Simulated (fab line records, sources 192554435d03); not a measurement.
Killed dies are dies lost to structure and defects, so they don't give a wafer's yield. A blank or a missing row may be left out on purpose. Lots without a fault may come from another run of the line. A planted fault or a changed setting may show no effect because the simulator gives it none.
A struck lot beside a sound one | flow n5_finfet | 24 steps out of a route of 1938
Sound: wafers L489.1, L489.2, L489.3. Struck: wafers L484.3, L484.5, L484.6. The cause comes at the end.
At each step with rows: each side's tool, then ch and its chambers, then its first start. Under that, the readings that differ: sound wafers | struck wafers | difference of the means | sigmas: that difference in standard deviations of wafers without a fault.
alike: readings whose means differ by less than 2 such deviations, and words and numbers that are the same on both sides. not compared: withheld readings, readings that some wafer has no value for, bounds like >300 that may hide the same value, and numbers for which the record gives no deviation and whose values overlap.
The two part at a step that has a row with sigmas, a row that says differs or no value, or rows on one side only. Numbers that don't overlap but have no deviation are shown without sigmas and don't part them. A reading that every wafer of one side lacks parts them only if that side has two wafers or more.

N5_BEOL_M4_DEP_57: deposits SiCN from 3MS/NH3, target thk 8 nm, time 14 s.
  sound on pecvd-02 ch 0,1,2, day 11 14:54; struck on pecvd-02 ch 1,2, day 10 05:08
  alike: showerhead_plenum_p_Torr, throttle_valve_pct
N5_BEOL_M4_RS_MEAS_58: measures by four-point-probe.
  sound on film_metro-02, day 11 14:58; struck on film_metro-01, day 10 05:12
  alike: M4_RS
N5_BEOL_M4_INSPECT_59: inspects for defects (darkfield).
  sound on defect_inspect-01, day 11 14:59; struck on defect_inspect-01, day 10 05:13
  alike: raw_defect_count
N5_BEOL_M4_RC_MEAS_101:
  sound on prober-01 ch 0, day 11 15:01; struck on prober-01 ch 0, day 10 05:34
  alike: DIBL_N, DIBL_P, IOFF_N, IOFF_P, ION_N, ION_P, SS_N, SS_P, VT_N, VT_P
N5_BEOL_M5_ILD_DEP_00: deposits SiCOH lowk from DEMS/porogen, target thk 140.64 nm, time 25.9 s.
  sound on pecvd-01 ch 0,1,2, day 11 15:59; struck on pecvd-03 ch 1,2, day 10 06:14
  alike: heater_power_w, showerhead_plenum_p_Torr, throttle_valve_pct
N5_BEOL_M5_CURE_79: cures SiCOH lowk, time 240 s.
  sound on uv_cure-01 ch 0, day 11 16:08; struck on uv_cure-01 ch 0, day 10 06:27
  alike: lamp_power_pct, wafer_temp_C_max
N5_BEOL_M5_THK_MEAS_01:
  sound on film_metro-02, day 11 16:38; struck on film_metro-02, day 10 06:48
  alike: M5_ILD_THK
N5_BEOL_M5_PECVD_70: deposits SiO2 from TEOS/O2, target thk 16 nm, time 18 s.
  sound on pecvd-01 ch 0,1,2, day 11 16:41; struck on pecvd-02 ch 0,1, day 10 06:50
  alike: heater_power_w, showerhead_plenum_p_Torr, throttle_valve_pct
then, 4 steps without rows for these wafers: N5_BEOL_M5_HM_DEP_02 (deposits TiN, target thk 20 nm); N5_BEOL_M5_COAT_59 (time 60 s, resist thk 60 nm); N5_BEOL_M5_COAT_60 (time 60 s, resist thk 12 nm); N5_BEOL_M5_COAT_71 (time 60 s, resist thk 5 nm).
N5_BEOL_M5_COAT_05: resist thk 30 nm.
  sound on litho_track-01 ch 0, day 11 18:22; struck on litho_track-03 ch 0, day 10 09:19
  reading                                      | sound                | struck               | difference | sigmas
  spin_speed_rpm (rpm)                         | 1500.7 1497.7 1499.5 | 1275.0 1273.1 1277.5 | -224.1     | -99 or more
  model.CAR-EUV_of_BEOL_M5_COAT_05.thk_nm (nm) | 30 30 30             | 32.6 32.6 32.6       | +2.6       |
  alike: chill_plate_temp_C
then, 5 steps without rows for these wafers: N5_BEOL_M5_EBR_07; N5_BEOL_M5_SOFTBAKE_06 (time 60 s); N5_BEOL_M5_EXPOSE_08 (exposes mask M5, target cd 28 nm); N5_BEOL_M5_PEB_09 (peb time 60 s); N5_BEOL_M5_DEVELOP_10 (develop time 30 s).
N5_BEOL_M5_CD_MEAS_11: target cd 27.74 nm.
  sound on cd_sem-01 ch 0, day 11 18:38; struck on cd_sem-02 ch 0, day 10 09:34
  alike: cd_nm
N5_BEOL_M5_OVL_MEAS_12:
  sound on overlay-02 ch 0, day 11 18:40; struck on overlay-02 ch 0, day 10 09:37
  alike: M5_OVL
N5_BEOL_M5_INSPECT_13: inspects for defects (brightfield).
  sound on defect_inspect-02, day 11 18:43; struck on defect_inspect-01, day 10 09:39
  alike: raw_defect_count
N5_BEOL_M5_DESCUM_16: chemistry O2, time 7 s.
  sound on rie_diel-04 ch 0,1,2, day 11 18:45; struck on rie_diel-03 ch 0,1, day 10 09:41
  reading                                      | sound    | struck         | difference | sigmas
  model.CAR-EUV_of_BEOL_M5_COAT_05.thk_nm (nm) | 26 26 26 | 28.6 28.6 28.6 | +2.6       |
  alike: drypump_motor_current_A, oes_product_au, rf_vpp_V, showerhead_plenum_p_Torr, throttle_valve_pct
  not compared: rf_hours_counter_h
N5_BEOL_M5_ETCH_72: etches underlayer in N2/H2, target depth 6.5 nm, time 5.2 s.
  sound on rie_diel-04 ch 0,1,2, day 11 18:47; struck on rie_diel-03 ch 0,1, day 10 09:43
  alike: drypump_motor_current_A, etch_rf_on_time_s, oes_product_au, rf_vpp_V, showerhead_plenum_p_Torr, throttle_valve_pct
  not compared: rf_hours_counter_h
-- the record jumps here: 4 days lie between the struck wafers' starts before and after (it left off in module BEOL_M5 and takes up again in module PASSIVATION, whose first step shown is number 1936 of the route) --
N5_PASSIVATION_PROBE_49:
  sound on prober-02, day 16 00:01; struck on prober-01, day 14 15:17
  alike: defect_limited_yield, killed_at_M0_to_M3, killed_at_M4_up, killed_at_contacts, killed_at_front_end, killed_at_other, killed_dies, killed_on_rim, killed_open, killed_short, sort_bin_5_function, sort_bin_6_memory, sort_n_pass, sort_yield_pct

WHERE THEY PART
Only at N5_BEOL_M5_COAT_05, within this record. Later steps at which nothing parts them and some readings are alike: N5_BEOL_M5_CD_MEAS_11, N5_BEOL_M5_OVL_MEAS_12, N5_BEOL_M5_INSPECT_13, N5_BEOL_M5_DESCUM_16, N5_BEOL_M5_ETCH_72, N5_PASSIVATION_PROBE_49.

WHY: what the simulator had put in
Process parameter drift: litho_track-03, from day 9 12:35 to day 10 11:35, at N5_BEOL_M5_COAT_05. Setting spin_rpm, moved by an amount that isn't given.
